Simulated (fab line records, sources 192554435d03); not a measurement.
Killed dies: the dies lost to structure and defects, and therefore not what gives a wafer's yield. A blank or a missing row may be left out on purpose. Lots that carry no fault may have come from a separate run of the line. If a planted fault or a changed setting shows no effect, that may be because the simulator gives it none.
Lot-split experiment + flow n5-finfet + 39 wafers read across 7 lots, on a route 1938 steps long

## SPLIT DETAILS
At N5_BEOL_M8_TRENCH_ETCH_37 (etches SiCOH lowk in C4F6/O2, target depth 93.478 nm, time 31.2 s), the setting target-depth-a was moved away from the recipe's 934.78 angstrom on 18 of the 39 wafers read, by -59.2% to +42.6%. The other wafers ran this setting at the recipe's value.

## FROM THE SPLIT TO THE READING: what the file shows between them, 8 steps
- N5_BEOL_M8_ETCH_41: etches SiCN in CH3F/O2, target depth 31.9 nm, time 57.8 s
- N5_BEOL_M8_STRIP_80: strips in N2/H2, time 10 s
- N5_BEOL_M8_OCD_MEAS_38
- N5_BEOL_M8_HM_STRIP_39: strips TiN in peroxide tin strip, target depth 25 nm, time 158 s
- N5_BEOL_M8_SRD_40: time 30 s
- N5_BEOL_M8_ECD_50: material Cu, target thk 300 nm
- N5_BEOL_M8_ANNEAL_51: time 90 s
- N5_BEOL_M8_CMP_52: polishes, stops on SiCOH lowk, t overpolish 6.9 s, target thk 80 nm

## THE READING
M8_THK, in nm, at N5_BEOL_M8_THK_MEAS_53 (measures by xrf). On this fab line, fault-free wafers typically give 79.2 nm with a standard deviation of 1.8 nm.

| wafer  | tool, chamber at the split | target-depth-a as run, angstrom | against the recipe | M8_THK, nm | against lot-mates on the recipe |
|--------|----------------------------|---------------------------------|--------------------|------------|---------------------------------|
| L074.3 | rie-diel-04, 0             | 934.78                          | recipe             | 79.2       | -                               |
| L074.5 | rie-diel-04, 3             | 934.78                          | recipe             | 80.3       | -                               |
| L074.6 | rie-diel-04, 0             | 934.78                          | recipe             | 77.7       | -                               |
| L078.1 | rie-diel-06, 1             | 727.5                           | -22.2%             | 57.9       | -22.0                           |
| L078.2 | rie-diel-06, 2             | 934.78                          | recipe             | 81.0       | -                               |
| L078.3 | rie-diel-06, 3             | 727.5                           | -22.2%             | 60.7       | -19.2                           |
| L078.4 | rie-diel-06, 0             | 934.78                          | recipe             | 78.7       | -                               |
| L078.5 | rie-diel-06, 0             | 727.5                           | -22.2%             | 58.6       | -21.3                           |
| L078.6 | rie-diel-06, 3             | 934.78                          | recipe             | 80.1       | -                               |
| L077.1 | rie-diel-04, 1             | 774.9                           | -17.1%             | 61.1       | -15.4                           |
| L077.2 | rie-diel-04, 0             | 934.78                          | recipe             | 76.8       | -                               |
| L077.3 | rie-diel-04, 2             | 774.9                           | -17.1%             | 60.3       | -16.2                           |
| L077.4 | rie-diel-04, 2             | 934.78                          | recipe             | 76.2       | -                               |
| L077.5 | rie-diel-04, 0             | 934.78                          | recipe             | 76.6       | -                               |
| L077.6 | rie-diel-04, 1             | 774.9                           | -17.1%             | 60.8       | -15.7                           |
| L081.1 | rie-diel-04, 1             | 934.78                          | recipe             | 80.2       | -                               |
| L081.2 | rie-diel-04, 3             | 1083                            | +15.9%             | 97.6       | +17.0                           |
| L081.3 | rie-diel-04, 2             | 1083                            | +15.9%             | 96.2       | +15.6                           |
| L081.4 | rie-diel-04, 2             | 934.78                          | recipe             | 80.1       | -                               |
| L081.5 | rie-diel-04, 3             | 934.78                          | recipe             | 81.4       | -                               |
| L081.6 | rie-diel-04, 1             | 1083                            | +15.9%             | 96.4       | +15.8                           |
| L086.1 | rie-diel-06, 0             | 1333                            | +42.6%             | 116.1      | +38.0                           |
| L086.2 | rie-diel-06, 2             | 1333                            | +42.6%             | 116.0      | +37.9                           |
| L086.3 | rie-diel-06, 3             | 934.78                          | recipe             | 78.0       | -                               |
| L086.4 | rie-diel-06, 1             | 1333                            | +42.6%             | 115.1      | +37.0                           |
| L086.5 | rie-diel-06, 2             | 934.78                          | recipe             | 79.7       | -                               |
| L086.6 | rie-diel-06, 1             | 934.78                          | recipe             | 76.5       | -                               |
| L087.1 | rie-diel-04, 2             | 698.9                           | -25.2%             | 56.5       | -25.7                           |
| L087.2 | rie-diel-04, 1             | 934.78                          | recipe             | 81.7       | -                               |
| L087.3 | rie-diel-04, 0             | 934.78                          | recipe             | 83.9       | -                               |
| L087.4 | rie-diel-04, 1             | 934.78                          | recipe             | 81.0       | -                               |
| L087.5 | rie-diel-04, 2             | 698.9                           | -25.2%             | 57.1       | -25.1                           |
| L087.6 | rie-diel-04, 0             | 698.9                           | -25.2%             | 59.7       | -22.5                           |
| L093.1 | rie-diel-04, 3             | 934.78                          | recipe             | 79.7       | -                               |
| L093.2 | rie-diel-04, 2             | 381.4                           | -59.2%             | 23.7       | -57.1                           |
| L093.3 | rie-diel-04, 1             | 934.78                          | recipe             | 80.9       | -                               |
| L093.4 | rie-diel-04, 0             | 381.4                           | -59.2%             | 25.6       | -55.2                           |
| L093.5 | rie-diel-04, 3             | 381.4                           | -59.2%             | 25.8       | -55.0                           |
| L093.6 | rie-diel-04, 0             | 934.78                          | recipe             | 81.9       | -                               |

THE FIT
A straight line over all 39 wafers: M8_THK changes by +0.909 nm for each +1% of target-depth-a; r = +0.99; the points scatter about the line by 2.2 nm.
The same after taking each lot's own level away (the mean of its wafers on the recipe; 39 wafers): +0.93 nm for each +1%; r = +1.00; scatter 1.2 nm.
According to that fit, moving target-depth-a by its largest amount changes the reading by 55 nm.
The span of the lots' own levels, 76.53 to 82.20 nm, comes to 3.1 times the standard deviation stated above.
The two slopes are in agreement: the lot-to-lot level therefore moves the slope only a little.
Check: with one of the wafers moved furthest among these (-59.2%) left out of the fit, the line predicts -54.8 nm for it against its lot-mates. It came out at -57.1 nm against them.

## THE WHOLE CHAIN: every reading that the file lists as answering this split, in the file's order
| step                      | what it does                                                        | reading                                                                          | change (the file's fit)                                                              | r (the file's) |
|---------------------------|---------------------------------------------------------------------|----------------------------------------------------------------------------------|--------------------------------------------------------------------------------------|----------------|
| N5_BEOL_M8_TRENCH_ETCH_37 | etches SiCOH lowk in C4F6/O2, target depth 93.478 nm, time 31.2 s   | BEOL_M8.feature-depth-nm (the simulator's own value, which no gauge read)        | +0.946 nm for each +1% of the setting                                                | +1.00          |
| N5_BEOL_M8_TRENCH_ETCH_37 | etches SiCOH lowk in C4F6/O2, target depth 93.478 nm, time 31.2 s   | etch.depth-nm (the simulator's own value, which no gauge read)                   | +0.945 nm for each +1% of the setting                                                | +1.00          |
| N5_BEOL_M8_TRENCH_ETCH_37 | etches SiCOH lowk in C4F6/O2, target depth 93.478 nm, time 31.2 s   | TiN_of_BEOL_M8_HM_DEP_02.thk-nm (the simulator's own value, which no gauge read) | -0.0273 nm for each +1% of the setting                                               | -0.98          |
| N5_BEOL_M8_OCD_MEAS_38    |                                                                     | trench-depth-nm                                                                  | +0.948 nm for each +1% of the setting                                                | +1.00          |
| N5_BEOL_M8_CMP_52         | polishes, stops on SiCOH lowk, t overpolish 6.9 s, target thk 80 nm | Cu_of_BEOL_M8_ECD_50.thk-nm (the simulator's own value, which no gauge read)     | +0.946 nm for each +1% of the setting                                                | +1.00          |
| N5_BEOL_M8_THK_MEAS_53    | measures by xrf                                                     | M8_THK                                                                           | +0.931 for each +1% of the setting                                                   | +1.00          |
| N5_BEOL_M8_RS_MEAS_57     | measures by four-point-probe                                        | M8_RS                                                                            | not straight: 1.247 at the lowest setting, 0.284 at the recipe, 0.182 at the highest | not given      |

## THE FILE'S OWN FIT
M8_THK changes by +0.931 nm for each +1% of target-depth-a, r = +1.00.
